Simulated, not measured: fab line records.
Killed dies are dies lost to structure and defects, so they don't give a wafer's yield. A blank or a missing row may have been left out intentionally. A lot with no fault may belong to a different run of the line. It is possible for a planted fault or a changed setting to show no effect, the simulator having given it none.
The tool behind it: which one? | flow nand_harc | 36 wafers from 13 lots sampled at 5 of the route's 1159 steps

## WHAT EACH GAUGE READ, for each wafer
NHARC_END_SORT_01. Usual: killed_at_array 26, standard deviation 11; killed_at_other 0.6, standard deviation 1; killed_at_periphery 3.1, standard deviation 2.1; killed_dies 30, standard deviation 11; killed_open 3.4, standard deviation 1.8; killed_short 2.1, standard deviation 1.5.
lot  | measured     | on        | killed_at_array | killed_at_other | killed_at_periphery | killed_dies | killed_open | killed_short | flag
L317 | day 21 15:22 | prober-02 | 31 671          | 2 0             | 2 6                 | 35 677      | 2 3         | 4 2          | OFF
L319 | day 22 06:52 | prober-01 | 34 675          | 0 0             | 1 2                 | 35 677      | 4 2         | 0 3          | OFF
L322 | day 23 00:15 | prober-02 | 26 673          | 2 0             | 0 4                 | 28 677      | 3 4         | 2 2          | OFF

## WHICH TOOL RAN EACH LOT (tool, then ch and the chambers of the sampled wafers, then the start)
lot  | NHARC_A_SLIT_DEP_25             | NHARC_A_SLIT_ETCH_24               | NHARC_A_SLIT_ETCH_17             | NHARC_A_WL_FILL_ETCHBACK_04
L306 | pecvd-04 ch 0,2, day 14 09:28   | rie_diel-01 ch 0,2,3, day 14 13:24 | har_etch-01 ch 0,1, day 14 15:49 | rie_metal-01 ch 0,1, day 15 07:13
L309 | pecvd-02 ch 0,1,2, day 14 15:19 | rie_diel-01 ch 0,3, day 14 18:29   | har_etch-02 ch 0,1, day 14 19:55 | rie_metal-01 ch 0,1, day 15 10:05
L310 | pecvd-02 ch 0,1, day 14 21:59   | rie_diel-10 ch 0,1, day 15 01:03   | har_etch-01 ch 0,1, day 15 01:44 | rie_metal-02 ch 0,1, day 15 17:35
L308 | pecvd-01 ch 0,1, day 14 22:20   | rie_diel-10 ch 0,2,3, day 15 03:14 | har_etch-01 ch 0,1, day 15 04:10 | rie_metal-01 ch 0,1, day 15 19:06
L314 | pecvd-02 ch 0,2, day 16 01:26   | rie_diel-01 ch 1,2, day 16 08:40   | har_etch-01 ch 0,1, day 16 09:36 | rie_metal-01 ch 0,1, day 17 02:28
L317 | pecvd-01 ch 1, day 16 16:16     | rie_diel-10 ch 0,1, day 16 21:54   | har_etch-01 ch 0,1, day 17 00:44 | rie_metal-01 ch 0,1, day 17 15:50
L319 | pecvd-04 ch 0,1, day 17 05:59   | rie_diel-10 ch 0,3, day 17 09:17   | har_etch-02 ch 0, day 17 09:58   | rie_metal-01 ch 0,1, day 18 04:17
L322 | pecvd-02 ch 2, day 17 23:46     | rie_diel-01 ch 0,1, day 18 03:12   | har_etch-01 ch 0, day 18 04:07   | rie_metal-01 ch 0, day 18 18:54
L325 | pecvd-02 ch 0,1,2, day 18 15:14 | rie_diel-03 ch 2,3, day 18 19:18   | har_etch-02 ch 0,1, day 18 20:28 | rie_metal-03 ch 0,1, day 19 09:45
L323 | pecvd-04 ch 0,1,2, day 18 15:28 | rie_diel-10 ch 0,1,3, day 18 20:17 | har_etch-01 ch 0,1, day 18 21:29 | rie_metal-02 ch 0,1, day 19 12:34
L324 | pecvd-02 ch 0,1,2, day 18 15:28 | rie_diel-01 ch 0,3, day 18 21:18   | har_etch-02 ch 0,1, day 18 22:28 | rie_metal-03 ch 0,1, day 19 13:46
L328 | pecvd-02 ch 0,1,2, day 19 10:02 | rie_diel-03 ch 0,2, day 19 14:04   | har_etch-02 ch 0,1, day 19 19:02 | rie_metal-02 ch 1, day 20 15:38
L329 | pecvd-02 ch 0,2, day 19 22:44   | rie_diel-01 ch 2,3, day 20 01:50   | har_etch-01 ch 0,1, day 20 03:16 | rie_metal-03 ch 0,1, day 20 18:26
- NHARC_A_SLIT_DEP_25: deposits SiO2, target thk 200 nm.
- NHARC_A_SLIT_ETCH_24: etches the open film in CF4/CHF3, target depth 121 nm, time 60.5 s.
- NHARC_A_SLIT_ETCH_17: etches the open film in C4F8/O2/Ar, time 1687.5 s, target depth 10100 nm.
- NHARC_A_WL_FILL_ETCHBACK_04: etches the open film in NF3, target depth 60 nm, time 120 s.

## AS READ BY THE TOOLS THEMSELVES (means over the sampled wafers that have a number; for cases with no such wafer, the mark the record gives instead)
NHARC_A_SLIT_DEP_25. Usual: heater_power_w 517 W, standard deviation 58; susceptor_temp_C 400.04 C, standard deviation 0.26; throttle_valve_pct 15.9 %, standard deviation 0.59.
lot  | tool     | heater_power_w (W) | susceptor_temp_C (C) | throttle_valve_pct (%) | flag
L306 | pecvd-04 | 509                | 399.84               | 16.8                   |
L309 | pecvd-02 | 500                | 399.90               | 16.2                   |
L310 | pecvd-02 | 525                | 400.14               | 16.4                   |
L308 | pecvd-01 | 616                | 399.87               | 15.8                   |
L314 | pecvd-02 | 534                | 399.96               | 15.8                   |
L317 | pecvd-01 | 552                | 400.49               | 16.2                   |
L319 | pecvd-04 | 534                | 399.84               | 15.8                   |
L322 | pecvd-02 | 479                | 400.12               | 16.0                   |
L325 | pecvd-02 | 516                | 400.08               | 15.8                   |
L323 | pecvd-04 | 522                | 399.89               | 16.3                   |
L324 | pecvd-02 | 478                | 400.06               | 15.9                   |
L328 | pecvd-02 | 490                | 399.99               | 16.0                   |
L329 | pecvd-02 | 466                | 400.10               | 15.9                   |

NHARC_A_SLIT_ETCH_24. Usual: drypump_motor_current_A 5.7 A, standard deviation 0.49; oes_product_au 0.961 a.u., standard deviation 0.02; rf_vpp_V 370.2 V, standard deviation 2; showerhead_plenum_p_Torr 1.56 Torr, standard deviation 0.049; throttle_valve_pct 16.802 %, standard deviation 0.0083.
lot  | tool        | drypump_motor_current_A (A) | oes_product_au (a.u.) | rf_vpp_V (V) | showerhead_plenum_p_Torr (Torr) | throttle_valve_pct (%) | flag
L306 | rie_diel-01 | 5.8                         | 0.961                 | 370.5        | 1.57                            | 16.805                 |
L309 | rie_diel-01 | 5.4                         | 0.966                 | 369.5        | 1.55                            | 16.803                 |
L310 | rie_diel-10 | 5.3                         | 0.935                 | 371.9        | 1.60                            | 16.801                 |
L308 | rie_diel-10 | 5.8                         | 0.926                 | 370.7        | 1.57                            | 16.801                 |
L314 | rie_diel-01 | 5.9                         | 0.970                 | 368.6        | 1.53                            | 16.799                 |
L317 | rie_diel-10 | 5.2                         | 0.978                 | 372.6        | 1.61                            | 16.798                 |
L319 | rie_diel-10 | 5.8                         | 0.958                 | 370.4        | 1.56                            | 16.803                 |
L322 | rie_diel-01 | 5.3                         | 0.967                 | 370.4        | 1.56                            | 16.797                 |
L325 | rie_diel-03 | 5.5                         | 0.937                 | 368.4        | 1.51                            | 16.806                 |
L323 | rie_diel-10 | 5.6                         | 0.971                 | 371.6        | 1.60                            | 16.804                 |
L324 | rie_diel-01 | 5.3                         | 0.961                 | 369.9        | 1.58                            | 16.798                 |
L328 | rie_diel-03 | 5.1                         | 0.953                 | 368.7        | 1.51                            | 16.803                 |
L329 | rie_diel-01 | 5.9                         | 0.974                 | 370.0        | 1.54                            | 16.807                 |

NHARC_A_SLIT_ETCH_17. Usual: drypump_motor_current_A 5.6 A, standard deviation 0.37; o2_flow_sccm 41.70 sccm, standard deviation 0.12; showerhead_plenum_p_Torr 3.60 Torr, standard deviation 0.11; throttle_valve_pct 32.045 %, standard deviation 0.0093.
lot  | tool        | drypump_motor_current_A (A) | o2_flow_sccm (sccm) | showerhead_plenum_p_Torr (Torr) | throttle_valve_pct (%) | flag
L306 | har_etch-01 | 5.5                         | 41.68               | 3.56                            | 32.038                 |
L309 | har_etch-02 | 5.8                         | 41.68               | 3.63                            | 32.044                 |
L310 | har_etch-01 | 5.5                         | 41.74               | 3.58                            | 32.044                 |
L308 | har_etch-01 | 5.5                         | 41.69               | 3.56                            | 32.037                 |
L314 | har_etch-01 | 5.6                         | 41.65               | 3.57                            | 32.050                 |
L317 | har_etch-01 | 5.5                         | 41.75               | 3.56                            | 32.053                 |
L319 | har_etch-02 | 6.2                         | 41.82               | 3.50                            | 32.062                 |
L322 | har_etch-01 | 5.6                         | 41.77               | 3.57                            | 32.028                 |
L325 | har_etch-02 | 5.8                         | 41.76               | 3.60                            | 32.047                 |
L323 | har_etch-01 | 5.6                         | 41.61               | 3.56                            | 32.046                 |
L324 | har_etch-02 | 5.8                         | 41.82               | 3.60                            | 32.040                 |
L328 | har_etch-02 | 5.8                         | 41.61               | 3.60                            | 32.039                 |
L329 | har_etch-01 | 5.5                         | 41.71               | 3.53                            | 32.046                 |

NHARC_A_WL_FILL_ETCHBACK_04. Usual: drypump_motor_current_A 5.62 A, standard deviation 0.23; oes_product_au 1.000 a.u., standard deviation 0.0077; run_length_s 141.05 s, standard deviation 0.26.
lot  | tool         | drypump_motor_current_A (A) | oes_product_au (a.u.) | run_length_s (s) | flag
L306 | rie_metal-01 | 5.69                        | 1.005                 | 141.06           |
L309 | rie_metal-01 | 5.68                        | 1.005                 | 141.05           |
L310 | rie_metal-02 | 5.49                        | 0.989                 | 141.25           |
L308 | rie_metal-01 | 5.70                        | 1.001                 | 140.92           |
L314 | rie_metal-01 | 5.66                        | 0.998                 | 141.02           |
L317 | rie_metal-01 | 5.58                        | 0.998                 | 102.31           | OFF
L319 | rie_metal-01 | 5.58                        | 1.008                 | 102.11           | OFF
L322 | rie_metal-01 | 5.30                        | 0.998                 | 101.99           | OFF
L325 | rie_metal-03 | 5.81                        | 0.997                 | 140.78           |
L323 | rie_metal-02 | 5.42                        | 1.011                 | 141.40           |
L324 | rie_metal-03 | 5.85                        | 0.996                 | 141.06           |
L328 | rie_metal-02 | 5.42                        | 0.996                 | 141.16           |
L329 | rie_metal-03 | 5.85                        | 0.988                 | 141.01           |

## THE ANSWER, worked out from the rows above alone
Rule: a lot is off if the mean of its wafers that have a number lies more than 3 standard deviations from the usual mean. Also off: a lot with no number at a reading for which 4 or more lots have one. Any other lot the step has rows for is counted as sound. After the gauges, taken in route order, come the tools' own readings; for these a lot's mean is taken, as printed above. The first step at which some lot is off is used, and at that step the reading that is off furthest; a lot without a number counts as furthest.
Off, at NHARC_END_SORT_01 on killed_at_array: L317, L319, L322. Neither off nor sound, because the step has no rows for them: L306, L309, L310, L308, L314, L325, L323, L324, L328, L329.
If a tool, at a process step before that reading, ran all the lots that are off and no sound lot after the first of them, it fits. The gauges at NHARC_END_SORT_01 aren't tried: what is off there is off at NHARC_A_WL_FILL_ETCHBACK_04 too, on other tools, and a gauge's error can't cause that. One candidate fits, namely rie_metal-01 at NHARC_A_WL_FILL_ETCHBACK_04. It ran no sound lot before its first lot that is off in this sample, so the start can't be narrowed down.

## WHAT WAS PUT IN BY THE SIMULATOR
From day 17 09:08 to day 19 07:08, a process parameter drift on rie_metal-01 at NHARC_A_WL_FILL_ETCHBACK_04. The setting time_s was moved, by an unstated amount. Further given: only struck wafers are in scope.
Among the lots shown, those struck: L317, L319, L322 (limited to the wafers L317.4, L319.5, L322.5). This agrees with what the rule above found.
